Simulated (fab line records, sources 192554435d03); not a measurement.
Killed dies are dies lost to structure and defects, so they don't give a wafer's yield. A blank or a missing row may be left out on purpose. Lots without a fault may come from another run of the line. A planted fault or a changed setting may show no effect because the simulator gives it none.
Split-lot experiment | flow n5_finfet | 7 lots, 21 wafers read, on a route of 1938 steps

THE SPLIT
At N5_BEOL_M8_PECVD_70 (deposits SiO2 from TEOS/O2, target thk 20 nm, time 22.7 s), the setting temp_c was moved away from the recipe's 400 C on 7 of the 21 wafers read, by -2.8% to +3.6%. The other wafers ran this setting at the recipe's value.

FROM THE SPLIT TO THE READING: what the file shows between them, 4 steps
- N5_BEOL_M8_ETCH_62: etches SOC in N2/H2, target depth 110 nm, overetch 22 nm, time 165 s (also split here: source_w)
- N5_BEOL_M8_STRIP_19: strips in O2 (also split here: pressure_mtorr)
- N5_BEOL_M8_COAT_63: time 60 s, resist thk 60 nm
- N5_BEOL_M8_STRIP_80: strips in N2/H2, time 10 s

THE READING
SiO2_of_BEOL_M8_PECVD_70.thk_nm (the simulator's own value, which no gauge read), in nm, at N5_BEOL_M8_HM_STRIP_39 (strips TiN in peroxide tin strip, target depth 25 nm, time 158 s). The file gives no usual value for it. The 14 wafers here that ran the recipe average 19.9 nm, standard deviation 0.24 nm.

wafer  | tool, chamber at the split | temp_c as run, C | against the recipe | SiO2_of_BEOL_M8_PECVD_70.thk_nm, nm | against lot-mates on the recipe
L076.1 | pecvd-01, 1                | 400              | recipe             | 19.6                                | -
L076.2 | pecvd-01, 2,1              | 400              | recipe             | 19.6                                | -
L076.4 | pecvd-01, 2,1              | 400              | recipe             | 19.6                                | -
L075.1 | pecvd-02, 2                | 414.6            | +3.6%              | 18                                  | -2.0
L075.3 | pecvd-02, 2                | 400              | recipe             | 20                                  | -
L075.5 | pecvd-02, 1                | 414.6            | +3.6%              | 18.4                                | -1.6
L079.1 | pecvd-03, 1                | 413.9            | +3.5%              | 17.4                                | -2.4
L079.2 | pecvd-03, 2                | 413.9            | +3.5%              | 17.8                                | -2.0
L079.4 | pecvd-03, 2                | 400              | recipe             | 19.8                                | -
L084.4 | pecvd-03, 2                | 400              | recipe             | 20.2                                | -
L084.5 | pecvd-03, 1                | 412.8            | +3.2%              | 18.4                                | -1.9
L084.6 | pecvd-03, 0                | 400              | recipe             | 20.4                                | -
L088.1 | pecvd-01, 1                | 405.9            | +1.5%              | 18.8                                | -1.2
L088.2 | pecvd-01, 2                | 400              | recipe             | 20                                  | -
L088.4 | pecvd-01, 0                | 400              | recipe             | 20                                  | -
L094.1 | pecvd-01, 2                | 388.8            | -2.8%              | 21.2                                | +1.2
L094.5 | pecvd-01, 1                | 400              | recipe             | 19.8                                | -
L094.6 | pecvd-01, 2                | 400              | recipe             | 20.2                                | -
L096.1 | pecvd-03, 2,0              | 400              | recipe             | 19.8                                | -
L096.6 | pecvd-03, 2,0              | 400              | recipe             | 19.8                                | -
L096.4 | pecvd-03, 2                | 400              | recipe             | 20                                  | -
Where a row lists several chambers, the file gives one row for several wafers and doesn't say which wafer went through which chamber.

THE FIT
A straight line over all 21 wafers: SiO2_of_BEOL_M8_PECVD_70.thk_nm changes by -0.536 nm for each +1% of temp_c; r = -0.96; the points scatter about the line by 0.29 nm.
The same after taking each lot's own level away (the mean of its wafers on the recipe; 21 wafers): -0.546 nm for each +1%; r = -0.98; scatter 0.2 nm.
On that fit, the largest move of temp_c shifts the reading by 2 nm.
The lots' own levels span 19.60 to 20.30 nm, that is 3.0 times the standard deviation above.
So the lot-to-lot level changes the slope little: the two slopes agree.
Check: with one of the wafers moved furthest among these (+3.6%) left out of the fit, the line predicts -2.06 nm for it against its lot-mates. It came out at -2 nm against them.

OTHER SPLITS ON THESE WAFERS
These wafers also went through other splits before the reading. Each is held against what the fit with the lots' levels taken away leaves over:
other split on the same wafers     | wafers away from the commonest value | r with SiO2_of_BEOL_M8_PECVD_70.thk_nm (lot level and that fit taken away)
N5_BEOL_M6_TRENCH_ETCH_37 time_s   | 8                                    | -0.04
N5_BEOL_M8_ETCH_62 source_w        | 9                                    | +0.27
N5_BEOL_M8_STRIP_19 pressure_mtorr | 15                                   | +0.28

THE WHOLE CHAIN: every reading that the file lists as answering this split, in the file's order
step                   | what it does                                                     | reading                                                                          | change (the file's fit)               | r (the file's)
N5_BEOL_M8_PECVD_70    | deposits SiO2 from TEOS/O2, target thk 20 nm, time 22.7 s        | SiO2_of_BEOL_M8_PECVD_70.thk_nm (the simulator's own value, which no gauge read) | -0.576 nm for each +1% of the setting | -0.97
N5_BEOL_M8_HM_STRIP_39 | strips TiN in peroxide tin strip, target depth 25 nm, time 158 s | SiO2_of_BEOL_M8_PECVD_70.thk_nm (the simulator's own value, which no gauge read) | -0.557 nm for each +1% of the setting | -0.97

THE FILE'S OWN FIT
SiO2_of_BEOL_M8_PECVD_70.thk_nm changes by -0.557 nm for each +1% of temp_c, r = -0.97.
